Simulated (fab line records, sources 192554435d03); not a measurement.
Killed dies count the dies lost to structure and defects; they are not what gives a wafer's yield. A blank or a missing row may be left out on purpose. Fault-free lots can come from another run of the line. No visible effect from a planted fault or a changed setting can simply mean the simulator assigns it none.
Split-lot trial / flow n5_finfet / 21 wafers read across 7 lots, on a route 1938 steps long

SPLIT DETAILS
At N5_DUMMY_GATE_DESCUM_20 (chemistry O2, time 6.2 s), the setting time_s was moved away from the recipe's 6.2 s on 6 of the 21 wafers read, by -16.7% to +19.7%. All remaining wafers had this setting at the recipe value.

No step appears in the file between the split and the reading.

THE READING
CAR-EUV_of_DUMMY_GATE_COAT_09.thk_nm (the simulator's own value, which no gauge read), in nm, at N5_DUMMY_GATE_ETCH_29 (etches underlayer in N2/H2, target depth 13 nm). There is no usual value for it anywhere in the file. Average 19.2 nm, standard deviation 0.26 nm, over the 15 wafers here run with the recipe.

wafer=L075.2; tool, chamber at the split=rie_diel-02, 1,2,1; time_s as run, s=6.2; against the recipe=recipe; CAR-EUV_of_DUMMY_GATE_COAT_09.thk_nm, nm=19.2; against lot-mates on the recipe=-
wafer=L075.4; tool, chamber at the split=rie_diel-02, 1,2,1; time_s as run, s=6.2; against the recipe=recipe; CAR-EUV_of_DUMMY_GATE_COAT_09.thk_nm, nm=19.4; against lot-mates on the recipe=-
wafer=L075.6; tool, chamber at the split=rie_diel-02, 1,2,1; time_s as run, s=6.2; against the recipe=recipe; CAR-EUV_of_DUMMY_GATE_COAT_09.thk_nm, nm=19.4; against lot-mates on the recipe=-
wafer=L076.3; tool, chamber at the split=rie_diel-04, 0; time_s as run, s=5.165; against the recipe=-16.7%; CAR-EUV_of_DUMMY_GATE_COAT_09.thk_nm, nm=19.4; against lot-mates on the recipe=+0.8
wafer=L076.4; tool, chamber at the split=rie_diel-04, 3,1; time_s as run, s=6.2; against the recipe=recipe; CAR-EUV_of_DUMMY_GATE_COAT_09.thk_nm, nm=18.4; against lot-mates on the recipe=-
wafer=L076.6; tool, chamber at the split=rie_diel-04, 3,1; time_s as run, s=6.2; against the recipe=recipe; CAR-EUV_of_DUMMY_GATE_COAT_09.thk_nm, nm=18.8; against lot-mates on the recipe=-
wafer=L078.2; tool, chamber at the split=rie_diel-04, 1,2; time_s as run, s=5.793; against the recipe=-6.6%; CAR-EUV_of_DUMMY_GATE_COAT_09.thk_nm, nm=19; against lot-mates on the recipe=-0.2
wafer=L078.4; tool, chamber at the split=rie_diel-04, 2; time_s as run, s=6.2; against the recipe=recipe; CAR-EUV_of_DUMMY_GATE_COAT_09.thk_nm, nm=19.2; against lot-mates on the recipe=-
wafer=L078.6; tool, chamber at the split=rie_diel-04, 1,2; time_s as run, s=5.793; against the recipe=-6.6%; CAR-EUV_of_DUMMY_GATE_COAT_09.thk_nm, nm=19.2; against lot-mates on the recipe=+0.0
wafer=L080.3; tool, chamber at the split=rie_diel-02, 0,1; time_s as run, s=6.2; against the recipe=recipe; CAR-EUV_of_DUMMY_GATE_COAT_09.thk_nm, nm=19.2; against lot-mates on the recipe=-
wafer=L080.4; tool, chamber at the split=rie_diel-02, 2; time_s as run, s=6.2; against the recipe=recipe; CAR-EUV_of_DUMMY_GATE_COAT_09.thk_nm, nm=19.2; against lot-mates on the recipe=-
wafer=L080.6; tool, chamber at the split=rie_diel-02, 0,1; time_s as run, s=6.2; against the recipe=recipe; CAR-EUV_of_DUMMY_GATE_COAT_09.thk_nm, nm=19.2; against lot-mates on the recipe=-
wafer=L088.2; tool, chamber at the split=rie_diel-02, 1; time_s as run, s=6.698; against the recipe=+8.0%; CAR-EUV_of_DUMMY_GATE_COAT_09.thk_nm, nm=18.8; against lot-mates on the recipe=-0.5
wafer=L088.5; tool, chamber at the split=rie_diel-02, 0; time_s as run, s=6.2; against the recipe=recipe; CAR-EUV_of_DUMMY_GATE_COAT_09.thk_nm, nm=19.4; against lot-mates on the recipe=-
wafer=L088.6; tool, chamber at the split=rie_diel-02, 1; time_s as run, s=6.2; against the recipe=recipe; CAR-EUV_of_DUMMY_GATE_COAT_09.thk_nm, nm=19.2; against lot-mates on the recipe=-
wafer=L090.2; tool, chamber at the split=rie_diel-02, 0,2; time_s as run, s=6.2; against the recipe=recipe; CAR-EUV_of_DUMMY_GATE_COAT_09.thk_nm, nm=19.4; against lot-mates on the recipe=-
wafer=L090.3; tool, chamber at the split=rie_diel-02, 0,2; time_s as run, s=6.2; against the recipe=recipe; CAR-EUV_of_DUMMY_GATE_COAT_09.thk_nm, nm=19; against lot-mates on the recipe=-
wafer=L090.6; tool, chamber at the split=rie_diel-02, 2; time_s as run, s=7.422; against the recipe=+19.7%; CAR-EUV_of_DUMMY_GATE_COAT_09.thk_nm, nm=18.4; against lot-mates on the recipe=-0.8
wafer=L091.2; tool, chamber at the split=rie_diel-02, 1,0; time_s as run, s=6.2; against the recipe=recipe; CAR-EUV_of_DUMMY_GATE_COAT_09.thk_nm, nm=19.2; against lot-mates on the recipe=-
wafer=L091.5; tool, chamber at the split=rie_diel-02, 1,0; time_s as run, s=6.2; against the recipe=recipe; CAR-EUV_of_DUMMY_GATE_COAT_09.thk_nm, nm=19.2; against lot-mates on the recipe=-
wafer=L091.3; tool, chamber at the split=rie_diel-02, 0; time_s as run, s=5.205; against the recipe=-16.0%; CAR-EUV_of_DUMMY_GATE_COAT_09.thk_nm, nm=19.8; against lot-mates on the recipe=+0.6
Rows listing several chambers each stand for several wafers; the file does not say which wafer went through which chamber.

FIT RESULTS
A straight line over all 21 wafers: CAR-EUV_of_DUMMY_GATE_COAT_09.thk_nm changes by -0.0299 nm for each +1% of time_s; r = -0.66; the points scatter about the line by 0.25 nm.
The same after taking each lot's own level away (the mean of its wafers on the recipe; 21 wafers): -0.0392 nm for each +1%; r = -0.87; scatter 0.16 nm.
Per that fit: largest time_s move, reading shift of 0.77 nm.
The lots' own levels span 18.60 to 19.33 nm, that is 2.9 times the standard deviation above.
So the lot-to-lot level blurs the effect unless lot-mates are compared.
Check: for one of the wafers moved furthest among these (+19.7%), held out of the fit, the line's prediction against its lot-mates is -0.82 nm. It came out at -0.8 nm against them.

ADDITIONAL SPLITS CARRIED BY THESE WAFERS
Note: prior to the reading, these wafers also went through further splits. Each is held against what the fit with the lots' levels taken away leaves over:
other split on the same wafers=N5_ZERO_LAYER_COAT_05 spin_rpm; wafers away from the commonest value=12; r with CAR-EUV_of_DUMMY_GATE_COAT_09.thk_nm (lot level and that fit taken away)=+0.29
other split on the same wafers=N5_ZERO_LAYER_EXPOSE_08 dose_mj; wafers away from the commonest value=5; r with CAR-EUV_of_DUMMY_GATE_COAT_09.thk_nm (lot level and that fit taken away)=-0.17
other split on the same wafers=N5_PMOS_HMC_CHANNEL_EPI_PEB_07 peb_time_s; wafers away from the commonest value=7; r with CAR-EUV_of_DUMMY_GATE_COAT_09.thk_nm (lot level and that fit taken away)=-0.16
other split on the same wafers=N5_PMOS_HMC_CHANNEL_EPI_DEVELOP_08 develop_time_s; wafers away from the commonest value=9; r with CAR-EUV_of_DUMMY_GATE_COAT_09.thk_nm (lot level and that fit taken away)=+0.44
other split on the same wafers=N5_FIN_SAQP_MANDREL_ETCH_22 icp_w; wafers away from the commonest value=6; r with CAR-EUV_of_DUMMY_GATE_COAT_09.thk_nm (lot level and that fit taken away)=-0.10
other split on the same wafers=N5_FIN_SAQP_SPACER1_ALD_24 ald_cycles; wafers away from the commonest value=4; r with CAR-EUV_of_DUMMY_GATE_COAT_09.thk_nm (lot level and that fit taken away)=+0.26

THE WHOLE CHAIN: every reading that the file lists as answering this split, in the file's order
step=N5_DUMMY_GATE_DESCUM_20; what it does=chemistry O2, time 6.2 s; reading=CAR-EUV_of_DUMMY_GATE_COAT_09.thk_nm (the simulator's own value, which no gauge read); change (the file's fit)=-0.0316 nm for each +1% of the setting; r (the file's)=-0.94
step=N5_DUMMY_GATE_ETCH_29; what it does=etches underlayer in N2/H2, target depth 13 nm; reading=CAR-EUV_of_DUMMY_GATE_COAT_09.thk_nm (the simulator's own value, which no gauge read); change (the file's fit)=-0.0408 nm for each +1% of the setting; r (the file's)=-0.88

THE FILE'S OWN FIT
CAR-EUV_of_DUMMY_GATE_COAT_09.thk_nm changes by -0.0408 nm for each +1% of time_s, r = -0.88.
